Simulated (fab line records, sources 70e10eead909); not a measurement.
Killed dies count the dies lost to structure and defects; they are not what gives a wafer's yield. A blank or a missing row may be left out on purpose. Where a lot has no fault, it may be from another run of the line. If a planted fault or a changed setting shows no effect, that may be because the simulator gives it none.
fab line records    flow nand_harc
record: lots: 14  wafers: 40  last_day: 32
route steps=1302 shown A_SGD_CUT@919 A_SLIT@933 A_WL_FILL@958
lots untouched by any fault: they come from a run of this same line in which no faults occurred
start_h: hours from the record's first day to the start of the lot's first wafer shown    wait_h: how many hours have passed since the lot's step before this one    " the same as in the row above    L1.1+2: several wafers, shown together as one row    - no value present, or no start provided    * or withheld: withheld    < > ~ a bound
route shown NAME@n: NAME is a module with steps in the file, n the number in the route of the first one    usual: mean/standard deviation taken from wafers without a fault    same: alike in all rows    chamber/n: place in a boat    sites: readings site by site    _std_site: standard deviation of those values    _edge_site: outer sites' mean less inner sites'    radius_mm: how far each site lies from the wafer's centre    mask NAME#n: copy n    behind: the most recent tool/chamber to have shaped the wafer    hold: why the lot was held/for how many hours/how that ended    device: the transistor (n, p or np) that didn't switch    end of line: at the end of the route, the tests of the same wafers    where a step has no rows: the recipe by itself    killed: dies that structure and defects cost at the first sort, which is not the same as the wafer's yield    map: the dies of a wafer, with x for killed, . for not killed, _ for no die there
set.NAME: the setting as run; set.NAME@STEP: as run at that earlier step    model.NAME: the simulator's own value behind a step, which no gauge read
steps of the route over a sample of lots; a table a step, a row a wafer
services: a tool's chamber out of use, with start hour (start_h, from the record's first day; less than 0 if before it), hours out, and reason
== steps ==
step: NHARC_A_SGD_CUT_ETCHBACK_24
recipe: target_depth_a: 500  over_etch_frac: 0.3  time_s: 92.857  ion_energy_ev: 120  ch3f_flow_sccm: 50  o2_flow_sccm: 30  ar_flow_sccm: 200  rf_w: 500  bias_w: 100  chemistry: CH3F/O2
usual: drypump_motor_current_A: 5.7/0.41  oes_product_au: 0.97/0.032  rf_vpp_V: 245.0/1.5  showerhead_plenum_p_Torr: 2.50/0.085  throttle_valve_pct: 20.663/0.0087
lot.wafer  tool         chamber  start_h  wait_h  drypump_motor_current_A  oes_product_au  rf_hours_counter_h  rf_vpp_V  showerhead_plenum_p_Torr  throttle_valve_pct
L973.4     rie_diel-03  0        451.33   0.1     5.6                      1.00            11                  244.5     2.46                      20.667
L973.3     "            2        "        "       5.9                      1.01            11                  245.7     2.54                      20.666
L973.5     "            3        "        "       6.0                      1.00            -                   247.0     2.49                      20.669
L974.1     rie_diel-05  3        451.41   0.2     6.0                      0.95            2                   245.0     2.47                      20.671
L974.3     "            1        "        "       6.0                      0.94            2                   241.2     2.33                      20.673
L974.5     "            2        "        "       5.2                      0.95            -                   247.1     2.58                      20.657
L976.1     rie_diel-09  0        473.51   0.2     6.5                      1.00            8                   246.8     2.61                      20.650
L976.2     "            2        "        "       5.2                      1.00            8                   246.1     2.64                      20.663
L976.5     "            3        "        "       6.3                      1.00            -                   246.1     2.57                      20.659
L978.1     rie_diel-05  0        498.85   0.2     5.6                      0.97            3                   243.4     2.42                      20.658
L978.3     "            2        "        "       5.2                      0.99            3                   246.1     2.58                      20.652
L978.5     "            0        "        "       5.6                      0.98            -                   243.8     2.41                      20.668
L979.4     rie_diel-03  0        498.94   0.2     5.6                      1.02            5                   245.5     2.46                      20.651
L979.5     "            3        "        "       6.0                      1.00            -                   245.6     2.49                      20.648
L979.6     "            0        "        "       5.6                      1.01            -                   244.2     2.46                      20.658
L982.3     rie_diel-05  2        533.99   0.2     5.2                      1.00            4                   246.6     2.58                      20.660
L982.6     "            2        "        "       5.2                      1.00            -                   245.2     2.58                      20.665
L981.1     rie_diel-05  2        544.82   0.1     5.2                      0.98            5                   245.7     2.58                      20.674
L981.2     "            3        "        "       6.0                      1.00            5                   243.4     2.47                      20.656
L981.4     "            0        "        "       5.6                      0.99            5                   243.6     2.41                      20.669
L980.4     rie_diel-09  0        544.84   0.1     6.5                      0.99            2                   246.5     2.61                      20.687
L980.2     "            3        "        "       6.3                      1.00            2                   245.4     2.57                      20.668
L980.5     "            1        "        "       5.2                      0.98            -                   245.0     2.56                      20.650
L983.2     rie_diel-09  1        557.87   0.1     5.2                      0.95            3                   243.7     2.56                      20.673
L983.5     "            2        "        "       5.2                      0.98            -                   247.5     2.63                      20.655
L989.3     rie_diel-09  3        609.20   0.1     6.3                      0.99            5                   245.7     2.57                      20.639
L989.2     "            1        "        "       5.2                      0.99            7                   244.7     2.55                      20.674
L989.1     "            2        "        "       5.2                      1.00            6                   247.0     2.63                      20.673
L991.4     rie_diel-03  3        628.37   0.2     6.0                      0.96            12                  245.8     2.48                      20.657
L991.1     "            0        "        "       5.6                      0.93            15                  245.3     2.46                      20.667
L991.2     "            2        "        "       5.9                      0.91            15                  245.7     2.53                      20.656
L990.3     rie_diel-05  1        628.44   0.2     6.0                      0.91            1                   241.3     2.33                      20.665
L990.6     "            2        "        "       5.1                      0.91            -                   246.6     2.58                      20.657
L990.5     "            3        "        "       6.0                      0.94            -                   242.9     2.47                      20.647
L994.2     rie_diel-05  1        654.01   0.1     6.0                      0.91            2                   243.9     2.33                      20.655
L994.1     "            0        "        "       5.6                      0.94            3                   244.2     2.41                      20.662
L994.6     "            1        "        "       6.0                      0.92            -                   243.2     2.33                      20.664
L993.2     rie_diel-09  0        654.05   0.2     6.5                      0.92            8                   246.8     2.60                      20.657
L993.5     "            1        "        "       5.1                      0.92            -                   245.0     2.55                      20.665
L993.6     "            2        "        "       5.2                      0.94            -                   246.2     2.63                      20.671
step: NHARC_A_SLIT_CD_MEAS_09
recipe: target_cd_nm: 300  landing_energy_ev: 500
usual: cd_nm: 299.7/0.43
lot.wafer  tool       chamber  start_h  wait_h  cd_nm
L973.3     cd_sem-02  0        457.75   -       298.7
L973.4     "          0        "        "       299.4
L973.5     "          0        "        "       299.2
L974.1     cd_sem-01  0        459.35   -       300.1
L974.3     "          0        "        "       299.5
L974.5     "          0        "        "       300.3
L976.1     cd_sem-03  0        478.51   -       299.5
L976.2     "          0        "        "       299.3
L976.5     "          0        "        "       299.4
L978.1     cd_sem-03  0        505.50   -       300.3
L978.3     "          0        "        "       300.0
L978.5     "          0        "        "       300.1
L979.4     cd_sem-03  0        506.17   -       299.8
L979.5     "          0        "        "       299.6
L979.6     "          0        "        "       299.6
L982.3     cd_sem-02  0        539.02   -       299.4
L982.6     "          0        "        "       299.9
L981.1     cd_sem-01  0        551.41   -       300.4
L981.2     "          0        "        "       299.3
L981.4     "          0        "        "       300.0
L980.2     cd_sem-03  0        551.56   -       299.7
L980.4     "          0        "        "       300.0
L980.5     "          0        "        "       300.4
L983.2     cd_sem-01  0        563.97   -       298.8
L983.5     "          0        "        "       299.5
L989.1     cd_sem-03  0        618.67   -       299.5
L989.2     "          0        "        "       299.9
L989.3     "          0        "        "       299.9
L991.1     cd_sem-03  0        633.48   -       300.3
L991.2     "          0        "        "       300.2
L991.4     "          0        "        "       300.2
L990.3     cd_sem-03  0        633.65   -       300.0
L990.5     "          0        "        "       299.2
L990.6     "          0        "        "       300.0
L993.2     cd_sem-02  0        660.80   -       300.1
L993.5     "          0        "        "       300.2
L993.6     "          0        "        "       300.0
L994.1     cd_sem-01  0        661.86   -       299.3
L994.2     "          0        "        "       299.2
L994.6     "          0        "        "       299.8
step: NHARC_A_WL_FILL_ETCHBACK_05
recipe: target_depth_a: 220  time_s: 60  temp_c: 40  chemistry: Cl2/BCl3
usual: drypump_motor_current_A: 5.67/0.3  oes_product_au: 1.001/0.0093
lot.wafer  tool          chamber  start_h  wait_h  drypump_motor_current_A  oes_product_au  rf_hours_counter_h
L973.3     rie_metal-02  1        472.55   0.1     5.76                     0.993           -
L973.4     "             0        "        "       5.08                     1.009           -
L973.5     "             0        "        "       5.12                     1.007           -
L974.1     rie_metal-02  0        477.32   0.2     5.10                     1.010           0.4
L974.3     "             0        "        "       5.08                     1.008           -
L974.5     "             0        "        "       5.12                     0.995           -
L976.1     rie_metal-03  1        493.23   0.2     5.81                     0.994           1.8
L976.2     "             0        "        "       5.68                     1.019           2.3
L976.5     "             0        "        "       5.67                     1.005           -
L978.1     rie_metal-02  1        520.34   0.2     5.77                     1.003           1.2
L978.3     "             0        "        "       5.09                     1.008           -
L978.5     "             0        "        "       5.12                     1.008           -
L979.4     rie_metal-01  1        520.36   0.2     5.74                     1.009           -
L979.6     "             1        "        "       5.74                     1.008           -
L979.5     "             0        "        "       6.05                     0.987           -
L982.3     rie_metal-02  0        553.69   0.2     5.12                     1.350           -
L982.6     "             1        "        "       5.73                     1.005           -
L980.2     rie_metal-01  0        567.19   0.2     6.05                     0.998           3.6
L980.4     "             0        "        "       6.01                     0.993           -
L980.5     "             1        "        "       5.75                     1.000           -
L981.2     rie_metal-02  1        571.15   0.2     5.73                     1.348           1.8
L981.1     "             0        "        "       5.11                     0.997           1.8
L981.4     "             0        "        "       5.10                     1.014           -
L983.2     rie_metal-02  1        579.04   0.2     5.73                     1.357           2.0
L983.5     "             1        "        "       5.72                     0.998           -
L989.1     rie_metal-03  1        632.81   0.2     5.78                     0.996           2.0
L989.2     "             0        "        "       5.66                     1.012           2.0
L989.3     "             0        "        "       5.67                     1.008           -
L991.1     rie_metal-02  0        648.11   0.2     5.09                     0.993           0.2
L991.2     "             1        "        "       5.77                     1.000           0.2
L991.4     "             0        "        "       5.12                     0.996           -
L990.3     rie_metal-01  1        648.46   0.2     5.75                     0.989           -
L990.6     "             0        "        "       6.06                     1.011           -
L990.5     "             1        "        "       5.76                     0.998           -
L993.2     rie_metal-01  0        675.96   0.2     6.04                     1.000           1.5
L993.5     "             0        "        "       6.04                     1.003           -
L993.6     "             1        "        "       5.74                     1.004           -
L994.2     rie_metal-03  0        679.40   0.2     5.64                     1.014           3.0
L994.1     "             1        "        "       5.78                     0.993           3.0
L994.6     "             1        "        "       5.80                     0.989           -
step: NHARC_A_WL_FILL_ALD_19
recipe: target_thk_a: 20  pulse_time_s: 3  ald_cycles: 100  temp_c: 450  material: TiN
usual: heater_power_w: 1091/100  precursor_pulse_height_rel: 1.000/0.02
lot.wafer  tool          chamber  start_h  wait_h  heater_power_w  precursor_pulse_height_rel  since_wet_clean_h
L973.4     ald_metal-03  1        490.00   0.1     1187            1.012                       90
L973.3     "             2        "        "       1222            0.989                       90
L973.5     "             1        "        "       1185            1.012                       -
L974.1     ald_metal-02  2        492.85   0.1     1105            1.010                       51
L974.3     "             0        "        "       1091            0.996                       51
L974.5     "             3        "        "       1031            0.988                       -
L976.2     ald_metal-04  2        509.13   0.1     1019            1.005                       25
L976.1     "             3        "        "       932             1.003                       25
L976.5     "             1        "        "       1016            1.014                       -
L978.1     ald_metal-03  1        536.06   0.1     1188            0.992                       136
L978.3     "             2        "        "       1202            0.998                       136
L978.5     "             1        "        "       1133            1.038                       -
L979.4     ald_metal-04  3        536.14   0.2     927             1.028                       52
L979.5     "             0        "        "       1043            1.004                       -
L979.6     "             1        "        "       1016            0.981                       -
L982.3     ald_metal-02  2        569.19   0.1     1114            0.994                       127
L982.6     "             2        "        "       1113            0.970                       -
L980.4     ald_metal-03  2        584.62   0.1     1247            0.996                       7
L980.2     "             0        "        "       1105            1.007                       7
L980.5     "             2        "        "       1264            0.994                       -
L981.2     ald_metal-04  2        584.62   0.1     1019            0.975                       101
L981.1     "             0        "        "       1050            0.960                       101
L981.4     "             1        "        "       1028            0.978                       101
L983.2     ald_metal-03  3        595.19   0.1     1169            1.004                       17
L983.5     "             2        "        "       1258            1.013                       -
L989.1     ald_metal-02  0        648.57   0.1     1059            1.008                       29
L989.3     "             1        "        "       1212            0.984                       29
L989.2     "             3        "        "       1030            1.026                       29
L990.3     ald_metal-04  0        663.85   0.2     1037            1.014                       2
L990.5     "             1        "        "       1005            0.981                       -
L990.6     "             2        "        "       980             1.035                       -
L991.1     ald_metal-03  1        667.80   0.1     1189            1.015                       90
L991.4     "             2        "        "       1202            1.015                       90
L991.2     "             0        "        "       1117            0.982                       90
L993.2     ald_metal-03  1        693.38   0.1     1197            1.007                       115
L993.5     "             1        "        "       1191            1.000                       -
L993.6     "             2        "        "       1243            1.011                       -
L994.1     ald_metal-04  3        693.40   0.1     920             1.002                       31
L994.2     "             1        "        "       994             0.971                       31
L994.6     "             2        "        "       961             0.989                       -
== services ==
tool          chamber  start_h  hours  kind
rie_diel-05   2        439.92   6.4    repair
rie_metal-02  -        454.00   9.0    pm
ald_metal-04  2        459.82   4.1    repair
ald_metal-04  -        474.00   10.0   pm
rie_metal-01  1        485.28   32.6   repair
ald_metal-04  3        488.13   5.1    repair
rie_diel-09   -        497.10   9.0    pm
rie_diel-05   0        516.17   3.4    repair
rie_diel-05   1        528.97   7.0    repair
rie_diel-09   -        532.42   2.3    repair
rie_diel-05   -        540.57   0.5    repair
rie_diel-05   -        559.26   0.2    repair
ald_metal-03  -        568.00   10.0   pm
rie_metal-01  -        575.00   9.0    pm
rie_diel-05   -        583.60   9.0    pm
rie_diel-05   1        604.13   9.0    repair
rie_diel-09   0        607.70   6.0    repair
rie_diel-09   1        613.34   5.3    repair
rie_metal-02  -        631.00   9.0    pm
ald_metal-04  -        652.00   10.0   pm
rie_diel-05   2        666.30   16.3   repair
ald_metal-03  3        671.03   27.2   repair
rie_diel-09   -        674.10   9.0    pm
ald_metal-03  1        677.15   8.2    repair
== key ==
first_sign: step: NHARC_A_WL_FILL_ETCHBACK_05  reading: oes_product_au  direction: up  sigmas: 38  usual: 1.001  struck: 1.352
effect none on later readings
met_at NHARC_A_WL_FILL_ETCHBACK_05
struck_lots L981,L982,L983
struck_wafers L981.2,L982.3,L983.2
sort_left_out L982.3,L983.2
tester_left_out L981,L982,L983
not_acting_at NHARC_A_SGD_CUT_ETCHBACK_24,NHARC_A_SLIT_CD_MEAS_09,NHARC_A_WL_FILL_ALD_19
onset_between 520.34 553.69
fault: kind: process_parameter_drift  tool: rie_metal-02  chamber: -  onset_h: 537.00  steps: NHARC_A_WL_FILL_ETCHBACK_05  channel: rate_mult  offset: 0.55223  shape: step  end_h: 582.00  scope: struck_wafers_only
tester_left_out: of these lots the tester's yield and bins aren't shown, on N5 and GAA mostly nor the transistor test; their killed dies are dies lost to structure and defects alone, not to doping, threshold or leakage, so they don't give the yield
sort_left_out: the simulated sort isn't trusted on such a fault, so these wafers' sort isn't shown, and their yield isn't known
